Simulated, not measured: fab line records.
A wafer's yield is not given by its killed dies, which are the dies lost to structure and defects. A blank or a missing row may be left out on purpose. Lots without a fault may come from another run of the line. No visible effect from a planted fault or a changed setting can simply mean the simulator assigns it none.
Chamber matching	flow n5 finfet	rie diel-03 running N5_HKMG_FIN_ETCH_54: 4 sister chambers
The step etches SiARC in CF4, target depth 45.5 nm, time 75.8 s. 14 wafers are shown with their chamber, then 7 later ones without.

== WAFERS PAIRED WITH THEIR CHAMBERS ==
wafer	chamber	showerhead plenum p Torr (Torr)	drypump motor current A (A)	throttle valve pct (%)
L081.1	0	2.24	5.88	15.49
L081.4	3	2.07	5.65	15.19
L081.6	0	2.24	5.89	15.49
L085.1	0	2.24	5.91	15.50
L085.2	3	2.07	5.68	15.20
L085.6	2	2.14	5.02	15.47
L086.2	1	2.16	5.67	15.35
L086.3	2	2.14	5.02	15.49
L086.6	1	2.16	5.67	15.34
L089.2	3	2.07	5.66	15.21
L089.4	2	2.14	5.02	15.50
L089.5	0	2.23	5.90	15.52
L090.2	1	2.16	5.61	15.35
L090.3	3	2.07	5.65	15.22

SIGNATURES (means of the wafers above)
reading	chamber 0	chamber 1	chamber 2	chamber 3	scatter within a chamber
showerhead plenum p Torr	2.2375	2.1600	2.1400	2.0700	0.00274
drypump motor current A	5.8950	5.6500	5.0200	5.6600	0.0187
throttle valve pct	15.5000	15.3467	15.4867	15.2050	0.0128
Rule: for each reading, subtract the chamber's mean from the wafer's reading, divide by that reading's scatter and square the result; add these up over the readings and take the root, which gives the wafer's distance from the chamber. If the next closest chamber is less than 2 further off than the closest, the wafer can't be placed; otherwise it belongs to the closest. How the scatter is found: for the shown wafers, subtract from each reading the mean of its chamber, square and add these, divide the total by (wafers less chambers), then take the root.

== WAFERS WHOSE CHAMBER IS MISSING ==
wafer	showerhead plenum p Torr (Torr)	drypump motor current A (A)	throttle valve pct (%)
L090.6	2.14	4.99	15.52
L096.1	2.13	5.01	15.53
L096.3	2.06	5.65	15.26
L096.4	2.15	5.66	15.40
L097.2	2.23	5.89	15.57
L097.4	2.06	5.66	15.25
L097.5	2.23	5.88	15.55

== EACH ONE'S CHAMBER ==
wafer	from the rows above	in truth
L090.6	2	2
L096.1	2	2
L096.3	3	3
L096.4	1	1
L097.2	0	0
L097.4	3	3
L097.5	0	0
Placed correctly: 7 of 7. From these rows, 0 cannot be placed. Wrongly placed: 0.
